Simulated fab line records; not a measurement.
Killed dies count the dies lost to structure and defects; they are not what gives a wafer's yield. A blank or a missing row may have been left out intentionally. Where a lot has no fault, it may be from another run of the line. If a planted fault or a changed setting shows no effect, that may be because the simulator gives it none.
What tool caused it? + flow n5 finfet + 11 lots, 33 wafers sampled, at 8 steps of a route of 1938

== WHAT THE GAUGES SHOWED, per wafer ==
N5_BEOL_M11_OCD_MEAS_38. Usual: trench depth nm reads 149 nm (standard deviation 3.2).
| lot  | measured     | on     | trench depth nm (nm) | flag |
|------|--------------|--------|----------------------|------|
| L980 | day 11 03:57 | ocd-01 | 142 149 152          |      |
| L983 | day 11 04:11 | ocd-01 | 148 146 148          |      |
| L981 | day 11 04:25 | ocd-02 | 150 148 150          |      |
| L982 | day 11 04:55 | ocd-01 | 145 147 151          |      |
| L986 | day 11 23:10 | ocd-02 | 147 150 150          |      |
| L984 | day 11 23:20 | ocd-01 | 144 147 149          |      |
| L991 | day 13 12:42 | ocd-02 | 132 152 123          | OFF  |
| L993 | day 14 03:46 | ocd-02 | 149 129 132          | OFF  |
| L999 | day 15 10:24 | ocd-01 | 152 151 152          |      |
| L101 | day 16 03:25 | ocd-02 | 151 155 149          |      |
| L103 | day 16 20:56 | ocd-01 | 150 149 155          |      |

N5_BEOL_M11_THK_MEAS_53: measures by xrf. Usual: M11_THK typically reads 138 nm, with standard deviation 3.4.
| lot  | measured     | on            | M11_THK (nm) | flag |
|------|--------------|---------------|--------------|------|
| L980 | day 11 06:52 | film metro-01 | 130 137 140  |      |
| L983 | day 11 07:19 | film metro-01 | 139 137 137  |      |
| L981 | day 11 07:05 | film metro-01 | 138 135 137  |      |
| L982 | day 11 09:20 | film metro-01 | 132 135 140  |      |
| L986 | day 12 01:45 | film metro-01 | 137 139 139  |      |
| L984 | day 12 01:58 | film metro-01 | 134 137 139  |      |
| L991 | day 13 14:58 | film metro-02 | 121 139 113  | OFF  |
| L993 | day 14 06:51 | film metro-02 | 136 118 118  | OFF  |
| L999 | day 15 14:11 | film metro-01 | 143 141 141  |      |
| L101 | day 16 05:36 | film metro-01 | 139 145 136  |      |
| L103 | day 16 22:58 | film metro-01 | 139 137 146  |      |

N5_BEOL_M11_RS_MEAS_57: uses a four-point probe to measure. Usual: M11_RS typically reads 0.151 ohm/sq, with standard deviation 0.0041.
| lot  | measured     | on            | M11_RS (ohm/sq)   | flag |
|------|--------------|---------------|-------------------|------|
| L980 | day 11 06:59 | film metro-01 | 0.161 0.152 0.149 |      |
| L983 | day 11 07:27 | film metro-02 | 0.151 0.154 0.153 |      |
| L981 | day 11 07:13 | film metro-01 | 0.149 0.152 0.149 |      |
| L982 | day 11 09:27 | film metro-02 | 0.158 0.154 0.148 |      |
| L986 | day 12 01:52 | film metro-02 | 0.153 0.150 0.150 |      |
| L984 | day 12 02:06 | film metro-01 | 0.155 0.151 0.149 |      |
| L991 | day 13 15:05 | film metro-01 | 0.175 0.150 0.190 | OFF  |
| L993 | day 14 06:59 | film metro-02 | 0.152 0.179 0.179 | OFF  |
| L999 | day 15 14:19 | film metro-01 | 0.146 0.148 0.147 |      |
| L101 | day 16 05:44 | film metro-01 | 0.148 0.142 0.153 |      |
| L103 | day 16 23:05 | film metro-01 | 0.150 0.151 0.142 |      |

N5_BEOL_M15_RC_MEAS_101. Usual: COMB_M10 1.5e-11 S/m, standard deviation 3.1e-12; COMB_M11 1.5e-11 S/m, standard deviation 3.2e-12; COMB_M12 6.5e-12 S/m, standard deviation 1.3e-12; COMB_M12_max_site 9.1e-12 S/m, standard deviation 2.1e-12; COMB_M13 5.1e-12 S/m, standard deviation 1.1e-12; COMB_M14 4.1e-12 S/m, standard deviation 8.3e-13; COMB_M14_max_site 5.7e-12 S/m, standard deviation 1.2e-12; COMB_M15 3e-12 S/m, standard deviation 6.1e-13; COMB_M5 3.8e-11 S/m, standard deviation 7.2e-12; COMB_M6 2.5e-11 S/m, standard deviation 5.3e-12; COMB_M7 2.6e-11 S/m, standard deviation 5.4e-12; COMB_M8 2.6e-11 S/m, standard deviation 5.6e-12; COMB_M9 1.5e-11 S/m, standard deviation 3.2e-12; SERP_M10 3.04 ohm/um, standard deviation 0.068; SERP_M11 3.05 ohm/um, standard deviation 0.1; SERP_M11_max_site 3.14 ohm/um, standard deviation 0.11; SERP_M12 0.628 ohm/um, standard deviation 0.014; SERP_M13 0.309 ohm/um, standard deviation 0.0064; SERP_M14 0.159 ohm/um, standard deviation 0.0036; SERP_M5 38.7 ohm/um, standard deviation 1.7; SERP_M6 13.8 ohm/um, standard deviation 0.56; SERP_M7 13.6 ohm/um, standard deviation 0.55; SERP_M8 13.6 ohm/um, standard deviation 0.43; SERP_M9 3.06 ohm/um, standard deviation 0.093.
| lot  | measured     | on        | COMB_M10 (S/m)          | COMB_M11 (S/m)          | COMB_M12 (S/m)          | COMB_M12_max_site (S/m)    | COMB_M13 (S/m)          | COMB_M14 (S/m)          | COMB_M14_max_site (S/m) | COMB_M15 (S/m)          | COMB_M5 (S/m)           | COMB_M6 (S/m)           | COMB_M7 (S/m)           | COMB_M8 (S/m)           | COMB_M9 (S/m)           | SERP_M10 (ohm/um) | SERP_M11 (ohm/um) | SERP_M11_max_site (ohm/um) | SERP_M12 (ohm/um) | SERP_M13 (ohm/um) | SERP_M14 (ohm/um) | SERP_M5 (ohm/um) | SERP_M6 (ohm/um) | SERP_M7 (ohm/um) | SERP_M8 (ohm/um) | SERP_M9 (ohm/um) | flag |
|------|--------------|-----------|-------------------------|-------------------------|-------------------------|----------------------------|-------------------------|-------------------------|-------------------------|-------------------------|-------------------------|-------------------------|-------------------------|-------------------------|-------------------------|-------------------|-------------------|----------------------------|-------------------|-------------------|-------------------|------------------|------------------|------------------|------------------|------------------|------|
| L980 | day 12 08:31 | prober-01 | 1.7e-11 1.7e-11 1.2e-11 | 1.7e-11 1.2e-11 1.3e-11 | 6.8e-12 5.3e-12 5.3e-12 | 1.01e-11 6.5e-12 8.8e-12   | 5.5e-12 6.4e-12 4.4e-12 | 4.5e-12 4e-12 4.1e-12   | 5.9e-12 5.6e-12 5.2e-12 | 3.4e-12 2.8e-12 3e-12   | 5.4e-11 4.6e-11 4.4e-11 | 2.1e-11 3.1e-11 1.9e-11 | 2.7e-11 2.2e-11 2.3e-11 | 2.1e-11 2.5e-11 1.8e-11 | 1.4e-11 1.3e-11 1.4e-11 | 3.05 3.16 2.98    | 3.26 3.16 3.06    | 3.43 3.27 3.12             | 0.637 0.608 0.606 | 0.320 0.313 0.312 | 0.157 0.153 0.167 | 37.7 36.7 39.3   | 12.9 13.6 13.2   | 13.5 13.8 13.9   | 13.3 13.2 13.4   | 3.09 3.09 2.99   |      |
| L983 | day 12 09:07 | prober-02 | 1.7e-11 1.8e-11 1.6e-11 | 9e-12 9e-12 1.2e-11     | 6.5e-12 5.5e-12 6.4e-12 | 1.04e-11 7.8e-12 7.7e-12   | 6.1e-12 5.4e-12 5.4e-12 | 3.7e-12 4.6e-12 4.1e-12 | 5.7e-12 5.2e-12 4.9e-12 | 2.6e-12 2.6e-12 2.7e-12 | 4e-11 3.3e-11 3.7e-11   | 2.4e-11 2.6e-11 1.8e-11 | 2.4e-11 2.3e-11 2.8e-11 | 3.5e-11 3.6e-11 3e-11   | 1.9e-11 1.8e-11 1.8e-11 | 3.01 3.02 3.02    | 2.98 3.07 3.11    | 3.10 3.18 3.18             | 0.630 0.624 0.619 | 0.306 0.312 0.307 | 0.160 0.161 0.157 | 40.7 41.8 39.8   | 14.1 14.0 14.2   | 14.1 14.2 14.7   | 13.8 13.1 13.5   | 3.27 3.08 3.18   |      |
| L981 | day 12 07:52 | prober-02 | 1.4e-11 2.1e-11 1.1e-11 | 1.3e-11 1.2e-11 1.3e-11 | 5e-12 6.7e-12 6.5e-12   | 5.6e-12 8.9e-12 9.3e-12    | 4.3e-12 4e-12 5.6e-12   | 2.7e-12 3.4e-12 2.5e-12 | 3.8e-12 5.5e-12 4.2e-12 | 3.4e-12 2.4e-12 2.1e-12 | 3.6e-11 3.4e-11 5.6e-11 | 1.9e-11 2.2e-11 1.8e-11 | 1.7e-11 2.1e-11 2.1e-11 | 3.1e-11 2.3e-11 2.7e-11 | 1e-11 1.5e-11 1.3e-11   | 2.95 3.01 2.97    | 2.99 3.02 2.98    | 3.06 3.08 3.12             | 0.631 0.627 0.618 | 0.313 0.311 0.310 | 0.160 0.163 0.159 | 39.6 39.1 40.0   | 12.8 12.6 14.0   | 14.0 13.8 13.5   | 13.6 13.7 14.5   | 3.05 3.06 3.11   |      |
| L982 | day 12 14:00 | prober-02 | 1.5e-11 1.2e-11 1.5e-11 | 1.3e-11 1.3e-11 1.8e-11 | 9.4e-12 7.2e-12 9.6e-12 | 1.25e-11 1.08e-11 1.59e-11 | 4.3e-12 3.9e-12 5.1e-12 | 3.6e-12 2.9e-12 3.6e-12 | 6.3e-12 4.7e-12 4.6e-12 | 2.7e-12 2.6e-12 2.6e-12 | 4.6e-11 3.6e-11 4.3e-11 | 2.3e-11 1.8e-11 1.9e-11 | 1.9e-11 3.1e-11 2.3e-11 | 3.3e-11 2.4e-11 2.2e-11 | 1.6e-11 1.3e-11 1.7e-11 | 2.89 2.96 2.96    | 3.16 3.11 2.96    | 3.21 3.18 3.03             | 0.636 0.648 0.635 | 0.312 0.317 0.319 | 0.159 0.161 0.162 | 37.9 38.5 40.6   | 14.9 14.8 14.3   | 13.3 13.1 13.3   | 13.9 14.3 14.0   | 3.05 3.21 3.11   |      |
| L986 | day 13 06:53 | prober-01 | 1.7e-11 1.8e-11 1.5e-11 | 2.1e-11 1.7e-11 1.7e-11 | 7.4e-12 7.3e-12 6e-12   | 8.7e-12 1.04e-11 8.9e-12   | 6.4e-12 7.9e-12 8.4e-12 | 5.4e-12 3.6e-12 4.8e-12 | 6.4e-12 5.2e-12 6.5e-12 | 2.9e-12 3e-12 3.9e-12   | 3.6e-11 3.2e-11 3.4e-11 | 2.5e-11 3.1e-11 4.6e-11 | 2.5e-11 2.4e-11 2.2e-11 | 3e-11 2.6e-11 2.6e-11   | 1.6e-11 1.7e-11 1.2e-11 | 3.02 3.08 3.02    | 3.18 2.99 3.00    | 3.27 3.08 3.06             | 0.643 0.637 0.638 | 0.310 0.315 0.314 | 0.164 0.158 0.158 | 38.6 38.7 37.8   | 14.4 14.1 14.4   | 14.5 14.6 14.4   | 13.5 13.5 13.0   | 3.19 3.09 2.96   |      |
| L984 | day 13 07:49 | prober-01 | 1.6e-11 1.1e-11 9e-12   | 1.5e-11 1.8e-11 1.7e-11 | 6.7e-12 5.8e-12 7.7e-12 | 9.3e-12 8.2e-12 9.3e-12    | 5.7e-12 6.3e-12 5.8e-12 | 5.5e-12 3.8e-12 4.6e-12 | 6.5e-12 4.7e-12 6.4e-12 | 3.5e-12 3.9e-12 3.6e-12 | 5.2e-11 3.8e-11 3.2e-11 | 2.6e-11 2.5e-11 2.4e-11 | 2.5e-11 2.8e-11 1.9e-11 | 2.2e-11 2.3e-11 2.5e-11 | 1.7e-11 1.4e-11 1.5e-11 | 2.98 3.02 3.05    | 3.21 3.07 3.09    | 3.24 3.17 3.13             | 0.611 0.641 0.632 | 0.309 0.310 0.309 | 0.152 0.157 0.156 | 40.5 41.2 41.0   | 12.4 13.8 12.9   | 13.5 14.0 13.6   | 13.9 13.1 13.2   | 3.04 3.11 3.14   |      |
| L991 | day 15 01:09 | prober-02 | 1.6e-11 1.3e-11 1.5e-11 | 1.1e-11 1.6e-11 1.2e-11 | 6.6e-12 5.7e-12 6.7e-12 | 7.5e-12 8.1e-12 9.3e-12    | 4e-12 4.8e-12 3.4e-12   | 3.8e-12 3.1e-12 4.1e-12 | 6.7e-12 4.4e-12 5.1e-12 | 4.3e-12 5.5e-12 2.2e-12 | 3.7e-11 3.6e-11 3.1e-11 | 2.5e-11 3.3e-11 4.4e-11 | 3.8e-11 3.2e-11 2.3e-11 | 1.9e-11 3e-11 2.3e-11   | 1.5e-11 1.9e-11 1.5e-11 | 3.04 2.93 3.10    | 3.54 3.02 3.89    | 3.59 3.06 4.00             | 0.611 0.601 0.619 | 0.312 0.308 0.315 | 0.164 0.163 0.154 | 37.9 38.8 37.1   | 14.4 13.1 14.2   | 14.3 15.1 13.3   | 14.5 13.5 14.3   | 3.24 3.19 3.16   | OFF  |
| L993 | day 15 08:40 | prober-02 | 9e-12 1e-11 1e-11       | 1.4e-11 1e-11 1.3e-11   | 5.1e-12 7.7e-12 6.4e-12 | 7.9e-12 9.1e-12 8e-12      | 4.8e-12 3.1e-12 4.4e-12 | 3.2e-12 3.3e-12 5.3e-12 | 5.7e-12 5e-12 7.4e-12   | 2e-12 2e-12 2.7e-12     | 3.6e-11 5.4e-11 3.6e-11 | 2.6e-11 1.9e-11 2.4e-11 | 1.9e-11 2.4e-11 2.4e-11 | 2.6e-11 2.9e-11 2.2e-11 | 1.4e-11 1.2e-11 1.3e-11 | 3.07 3.00 2.94    | 3.07 3.66 3.65    | 3.25 3.72 3.77             | 0.614 0.640 0.637 | 0.315 0.307 0.305 | 0.159 0.155 0.159 | 38.3 39.3 37.2   | 14.2 13.1 13.7   | 13.3 14.4 14.4   | 13.3 14.0 14.0   | 2.92 3.09 2.95   | OFF  |
| L999 | day 16 20:59 | prober-01 | 1.3e-11 1.6e-11 2e-11   | 1.2e-11 1.7e-11 1.7e-11 | 7.7e-12 6.5e-12 9.8e-12 | 1.24e-11 1.01e-11 1.22e-11 | 7.1e-12 5.6e-12 7.6e-12 | 4.8e-12 4e-12 4.4e-12   | 5.5e-12 7.8e-12 7e-12   | 3.5e-12 3.4e-12 3.3e-12 | 4.3e-11 4.4e-11 4.3e-11 | 2.1e-11 2.7e-11 2.5e-11 | 2.3e-11 3e-11 3.3e-11   | 2e-11 2.5e-11 1.8e-11   | 1e-11 1.4e-11 1.3e-11   | 3.10 3.10 3.01    | 2.91 2.99 3.00    | 2.99 3.05 3.09             | 0.645 0.620 0.630 | 0.297 0.306 0.301 | 0.161 0.159 0.163 | 38.2 37.7 39.7   | 13.0 13.8 13.1   | 13.9 14.6 13.6   | 14.1 13.1 13.7   | 3.17 3.15 3.06   |      |
| L101 | day 17 10:49 | prober-02 | 2e-11 1.3e-11 1.1e-11   | 1.6e-11 1.1e-11 1.3e-11 | 6.1e-12 6.3e-12 9.2e-12 | 7e-12 8.5e-12 1.18e-11     | 3.6e-12 5.4e-12 4.2e-12 | 5.4e-12 4.6e-12 4.6e-12 | 6.8e-12 5.2e-12 5.9e-12 | 2.5e-12 3.1e-12 4e-12   | 4e-11 3.4e-11 4.5e-11   | 2.6e-11 2.1e-11 2.7e-11 | 2.4e-11 1.9e-11 2.8e-11 | 2.8e-11 2.4e-11 2.8e-11 | 1.7e-11 1e-11 1.5e-11   | 3.08 3.08 3.20    | 3.00 2.88 3.11    | 3.11 2.94 3.23             | 0.617 0.635 0.610 | 0.311 0.314 0.303 | 0.153 0.159 0.154 | 35.9 38.4 38.4   | 14.0 14.5 14.7   | 13.6 13.0 12.8   | 13.5 14.1 14.0   | 2.88 3.09 3.03   |      |
| L103 | day 17 20:47 | prober-02 | 1.8e-11 1.9e-11 1.8e-11 | 1.6e-11 1.5e-11 1.3e-11 | 6.5e-12 5.7e-12 8.2e-12 | 8.6e-12 8.5e-12 1.13e-11   | 4.9e-12 5.3e-12 4.5e-12 | 5.9e-12 3.9e-12 3.5e-12 | 9.4e-12 5.5e-12 5.5e-12 | 2.8e-12 3.8e-12 2.5e-12 | 3.8e-11 3.7e-11 5.3e-11 | 2.3e-11 2.1e-11 1.5e-11 | 2.8e-11 2.6e-11 2.9e-11 | 1.8e-11 1.7e-11 2.4e-11 | 2e-11 1.6e-11 1.4e-11   | 3.15 3.11 3.09    | 3.00 3.11 2.83    | 3.06 3.17 2.87             | 0.610 0.621 0.628 | 0.299 0.301 0.300 | 0.159 0.160 0.160 | 40.4 38.9 40.3   | 13.4 13.4 13.8   | 13.1 13.1 13.1   | 13.8 13.4 13.3   | 2.99 3.12 3.13   |      |

== EACH LOT AND THE TOOL THAT RAN IT (in order: tool; ch and the chambers of the sampled wafers; start) ==
| lot  | N5_BEOL_M11_ETCH_61                | N5_BEOL_M11_ETCH_65                | N5_BEOL_M11_TRENCH_ETCH_37         | N5_BEOL_M11_SURFACE_TREAT_76 |
|------|------------------------------------|------------------------------------|------------------------------------|------------------------------|
| L980 | rie diel-05 ch 0,2,3, day 11 02:23 | rie diel-01 ch 1,2,3, day 11 03:29 | rie diel-01 ch 1,2,3, day 11 03:46 | pvd sputter-03, day 11 05:21 |
| L983 | rie diel-06 ch 0,2,3, day 11 02:38 | rie diel-06 ch 0,1,3, day 11 03:43 | rie diel-06 ch 0,1,3, day 11 04:00 | pvd sputter-03, day 11 05:40 |
| L981 | rie diel-05 ch 0,1, day 11 02:49   | rie diel-01 ch 0,3, day 11 03:58   | rie diel-01 ch 0,3, day 11 04:14   | pvd sputter-03, day 11 05:38 |
| L982 | rie diel-06 ch 0,1,3, day 11 03:28 | rie diel-06 ch 0,2,3, day 11 04:27 | rie diel-06 ch 0,2,3, day 11 04:43 | pvd sputter-02, day 11 07:45 |
| L986 | rie diel-06 ch 0,3, day 11 20:16   | rie diel-01 ch 0,3, day 11 22:43   | rie diel-01 ch 0,3, day 11 22:59   | pvd sputter-01, day 12 00:31 |
| L984 | rie diel-06 ch 0,2,3, day 11 21:34 | rie diel-06 ch 0,2,3, day 11 22:53 | rie diel-06 ch 0,2,3, day 11 23:09 | pvd sputter-02, day 12 00:53 |
| L991 | rie diel-05 ch 0,1,2, day 13 11:14 | rie diel-01 ch 1,2, day 13 12:14   | rie diel-01 ch 1,2, day 13 12:31   | pvd sputter-01, day 13 13:55 |
| L993 | rie diel-06 ch 0,2,3, day 13 23:45 | rie diel-01 ch 0,2,3, day 14 03:19 | rie diel-01 ch 0,2,3, day 14 03:35 | pvd sputter-01, day 14 05:01 |
| L999 | rie diel-05 ch 1,2, day 15 08:55   | rie diel-06 ch 1,2, day 15 09:56   | rie diel-06 ch 1,2, day 15 10:13   | pvd sputter-01, day 15 13:05 |
| L101 | rie diel-05 ch 0,2,3, day 15 23:51 | rie diel-05 ch 0,3, day 16 02:57   | rie diel-05 ch 0,3, day 16 03:14   | pvd sputter-03, day 16 04:26 |
| L103 | rie diel-06 ch 1,3, day 16 18:08   | rie diel-05 ch 0,1,2, day 16 20:28 | rie diel-05 ch 0,1,2, day 16 20:45 | pvd sputter-03, day 16 21:58 |
- N5_BEOL_M11_ETCH_61: etches SiARC in CF4, target depth 39 nm, time 65 s.
- N5_BEOL_M11_ETCH_65: etches SiARC in CF4, target depth 39 nm, time 65 s.
- N5_BEOL_M11_TRENCH_ETCH_37: etches SiCOH lowk in C4F6/O2, target depth 148.83 nm, time 48 s.
- N5_BEOL_M11_SURFACE_TREAT_76

== AS READ BY THE TOOLS THEMSELVES (means over the sampled wafers that have a number; for cases with no such wafer, the mark the record gives instead) ==
N5_BEOL_M11_ETCH_61. Usual: drypump motor current A 6.0 A, standard deviation 0.36; etch rf on time s 64.0 s, standard deviation 1.6; oes product au 0.68 a.u., standard deviation 0.088; rf vpp V 184.2 V, standard deviation 1.3; showerhead plenum p Torr 2.15 Torr, standard deviation 0.09; throttle valve pct 15.66 %, standard deviation 0.28.
| lot  | tool        | drypump motor current A (A) | etch rf on time s (s) | oes product au (a.u.) | rf vpp V (V) | showerhead plenum p Torr (Torr) | throttle valve pct (%) | flag |
|------|-------------|-----------------------------|-----------------------|-----------------------|--------------|---------------------------------|------------------------|------|
| L980 | rie diel-05 | 6.3                         | 63.7                  | 0.66                  | 185.0        | 2.17                            | 15.72                  |      |
| L983 | rie diel-06 | 5.8                         | 64.6                  | 0.64                  | 183.4        | 2.08                            | 15.85                  |      |
| L981 | rie diel-05 | 6.1                         | 63.7                  | 0.68                  | 184.0        | 2.18                            | 15.59                  |      |
| L982 | rie diel-06 | 5.7                         | 65.2                  | 0.61                  | 184.1        | 2.12                            | 15.80                  |      |
| L986 | rie diel-06 | 6.0                         | 66.3                  | 0.62                  | 184.6        | 2.13                            | 15.96                  |      |
| L984 | rie diel-06 | 5.8                         | 65.6                  | 0.63                  | 183.1        | 2.08                            | 15.87                  |      |
| L991 | rie diel-05 | 6.2                         | 63.6                  | 0.73                  | 185.3        | 2.23                            | 15.47                  |      |
| L993 | rie diel-06 | 5.9                         | 64.7                  | 0.62                  | 182.5        | 2.07                            | 15.91                  |      |
| L999 | rie diel-05 | 6.2                         | 62.7                  | 0.72                  | 185.4        | 2.22                            | 15.27                  |      |
| L101 | rie diel-05 | 6.3                         | 62.6                  | 0.78                  | 185.4        | 2.24                            | 15.47                  |      |
| L103 | rie diel-06 | 5.5                         | 64.0                  | 0.70                  | 184.1        | 2.10                            | 15.49                  |      |

N5_BEOL_M11_ETCH_65. Usual: drypump motor current A 5.8 A, standard deviation 0.38; etch rf on time s 64.4 s, standard deviation 1.8; oes product au 0.68 a.u., standard deviation 0.086; rf vpp V 183.9 V, standard deviation 1.2; showerhead plenum p Torr 2.13 Torr, standard deviation 0.084; throttle valve pct 15.67 %, standard deviation 0.27.
| lot  | tool        | drypump motor current A (A) | etch rf on time s (s) | oes product au (a.u.) | rf vpp V (V) | showerhead plenum p Torr (Torr) | throttle valve pct (%) | flag |
|------|-------------|-----------------------------|-----------------------|-----------------------|--------------|---------------------------------|------------------------|------|
| L980 | rie diel-01 | 5.6                         | 65.1                  | 0.65                  | 184.6        | 2.13                            | 15.71                  |      |
| L983 | rie diel-06 | 5.7                         | 65.1                  | 0.62                  | 183.5        | 2.13                            | 15.80                  |      |
| L981 | rie diel-01 | 6.0                         | 65.5                  | 0.60                  | 183.3        | 2.09                            | 15.80                  |      |
| L982 | rie diel-06 | 5.8                         | 65.1                  | 0.64                  | 183.1        | 2.08                            | 15.85                  |      |
| L986 | rie diel-01 | 5.8                         | 64.6                  | 0.60                  | 183.7        | 2.15                            | 15.84                  |      |
| L984 | rie diel-06 | 5.8                         | 64.5                  | 0.63                  | 183.6        | 2.08                            | 15.87                  |      |
| L991 | rie diel-01 | 5.5                         | 64.6                  | 0.69                  | 183.7        | 2.09                            | 15.58                  |      |
| L993 | rie diel-01 | 5.7                         | 63.3                  | 0.65                  | 183.8        | 2.10                            | 15.71                  |      |
| L999 | rie diel-06 | 5.5                         | 62.8                  | 0.69                  | 183.4        | 2.02                            | 15.60                  |      |
| L101 | rie diel-05 | 6.4                         | 64.1                  | 0.76                  | 184.6        | 2.24                            | 15.70                  |      |
| L103 | rie diel-05 | 6.2                         | 62.8                  | 0.70                  | 184.4        | 2.22                            | 15.53                  |      |

N5_BEOL_M11_TRENCH_ETCH_37. Usual: drypump motor current A 5.8 A, standard deviation 0.38; oes product au 0.79 a.u., standard deviation 0.1; rf vpp V 665 V, standard deviation 9.6; showerhead plenum p Torr 2.83 Torr, standard deviation 0.11; throttle valve pct 21.01 %, standard deviation 0.29.
| lot  | tool        | drypump motor current A (A) | oes product au (a.u.) | rf vpp V (V) | showerhead plenum p Torr (Torr) | throttle valve pct (%) | flag |
|------|-------------|-----------------------------|-----------------------|--------------|---------------------------------|------------------------|------|
| L980 | rie diel-01 | 5.6                         | 0.76                  | 666          | 2.85                            | 21.09                  |      |
| L983 | rie diel-06 | 5.7                         | 0.72                  | 659          | 2.82                            | 21.07                  |      |
| L981 | rie diel-01 | 6.0                         | 0.70                  | 664          | 2.79                            | 21.17                  |      |
| L982 | rie diel-06 | 5.8                         | 0.74                  | 659          | 2.77                            | 21.21                  |      |
| L986 | rie diel-01 | 5.8                         | 0.70                  | 663          | 2.87                            | 21.23                  |      |
| L984 | rie diel-06 | 5.9                         | 0.74                  | 657          | 2.76                            | 21.21                  |      |
| L991 | rie diel-01 | 5.5                         | 0.76                  | 669          | 2.78                            | 20.93                  |      |
| L993 | rie diel-01 | 5.7                         | 0.70                  | 667          | 2.80                            | 21.08                  |      |
| L999 | rie diel-06 | 5.5                         | 0.81                  | 655          | 2.66                            | 20.85                  |      |
| L101 | rie diel-05 | 6.3                         | 0.90                  | 670          | 2.97                            | 21.04                  |      |
| L103 | rie diel-05 | 6.2                         | 0.81                  | 670          | 2.94                            | 20.82                  |      |

== THE ANSWER, worked out from the rows above alone ==
Rule: a lot counts as off when the mean over its wafers that have a number is more than 3 standard deviations away from the usual mean. Also off: a lot with no number at a reading for which 4 or more lots have one. Any other lot the step has rows for is counted as sound. The gauges are gone through in route order, then the tools' own readings, and for those a lot's mean is taken as printed above. The first step at which some lot is off is used, and at that step the reading that is off furthest; a lot without a number counts as furthest.
Off at N5_BEOL_M11_OCD_MEAS_38 (trench depth nm): L991, L993.
A tool fits if, at a process step before that reading, it ran every lot that is off, and no sound lot after the first of them. Not tried: the gauges at N5_BEOL_M11_OCD_MEAS_38; whatever is off there is also off at N5_BEOL_M11_THK_MEAS_53, on other tools, and gauge error can't account for it. One fits: N5_BEOL_M11_ETCH_65 and N5_BEOL_M11_TRENCH_ETCH_37 on rie diel-01. At N5_BEOL_M11_ETCH_65 its last sound lot is L986 (day 11 22:43), its first lot that is off L991 (day 13 12:14): a fault that began between those two fits.

== WHAT THE SIMULATOR HAD INSERTED ==
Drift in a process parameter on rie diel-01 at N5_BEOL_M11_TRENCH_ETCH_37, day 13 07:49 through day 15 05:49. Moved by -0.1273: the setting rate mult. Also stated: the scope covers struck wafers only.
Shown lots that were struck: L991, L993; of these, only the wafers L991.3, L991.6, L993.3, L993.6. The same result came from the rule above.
